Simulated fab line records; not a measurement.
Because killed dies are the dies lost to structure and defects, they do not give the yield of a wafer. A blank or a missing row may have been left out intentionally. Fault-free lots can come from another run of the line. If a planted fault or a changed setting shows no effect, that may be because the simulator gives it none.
Matching of chambers	flow n5Finfet	N5_BEOL_M4_VIA_ETCH_34 on rieDiel-06 has 4 sister chambers
The step etches the open film in C4F6/O2, target depth 69.4 nm, time 65.9 s. 16 wafers are shown with their chamber, then 8 later ones without.

== WAFERS, EACH WITH ITS CHAMBER ==
wafer	chamber	rfVppV (V)	drypumpMotorCurrentA (A)	showerheadPlenumPTorr (Torr)
L076.1	3	632	6.4	2.73
L076.4	0	656	6.6	2.82
L076.5	3	631	6.5	2.73
L079.1	2	685	5.5	2.67
L079.2	1	668	6.0	2.77
L079.3	0	656	6.6	2.81
L086.2	0	657	6.6	2.81
L086.3	2	686	5.4	2.66
L086.5	0	656	6.6	2.81
L085.1	2	686	5.4	2.66
L085.2	0	654	6.6	2.81
L085.5	0	655	6.6	2.81
L088.2	0	655	6.6	2.81
L088.4	3	631	6.5	2.72
L088.5	0	655	6.6	2.81
L091.1	0	655	6.6	2.81

SIGNATURES (means of the wafers above)
reading	chamber 0	chamber 1	chamber 2	chamber 3	scatter within a chamber
rfVppV	655.44	668.00	685.67	631.33	0.793
drypumpMotorCurrentA	6.600	6.000	5.433	6.467	0.0333
showerheadPlenumPTorr	2.8111	2.7700	2.6633	2.7267	0.0043
Rule: a wafer lies at a distance from a chamber equal to the root of the sum of squares, over the readings, of (its reading less the chamber's mean, divided by the reading's scatter). If the next closest chamber is less than 2 further off than the closest, the wafer can't be placed; otherwise it belongs to the closest. How the scatter is found: for the shown wafers, subtract from each reading the mean of its chamber, square and add these, divide the total by (wafers less chambers), then take the root.

== WAFERS WITH NO CHAMBER GIVEN ==
wafer	rfVppV (V)	drypumpMotorCurrentA (A)	showerheadPlenumPTorr (Torr)
L091.5	668	6.0	2.76
L091.6	685	5.5	2.66
L092.1	686	5.4	2.65
L092.3	656	6.7	2.80
L092.4	631	6.5	2.71
L095.3	654	6.7	2.80
L095.5	666	6.0	2.76
L095.6	656	6.6	2.80

== WHICH CHAMBER EACH WENT THROUGH ==
wafer	from the rows above	in truth
L091.5	1	1
L091.6	2	2
L092.1	2	2
L092.3	0	0
L092.4	3	3
L095.3	0	0
L095.5	1	1
L095.6	0	0
Placed correctly: 8 of 8. Number that these rows cannot place: 0. Number placed wrongly: 0.
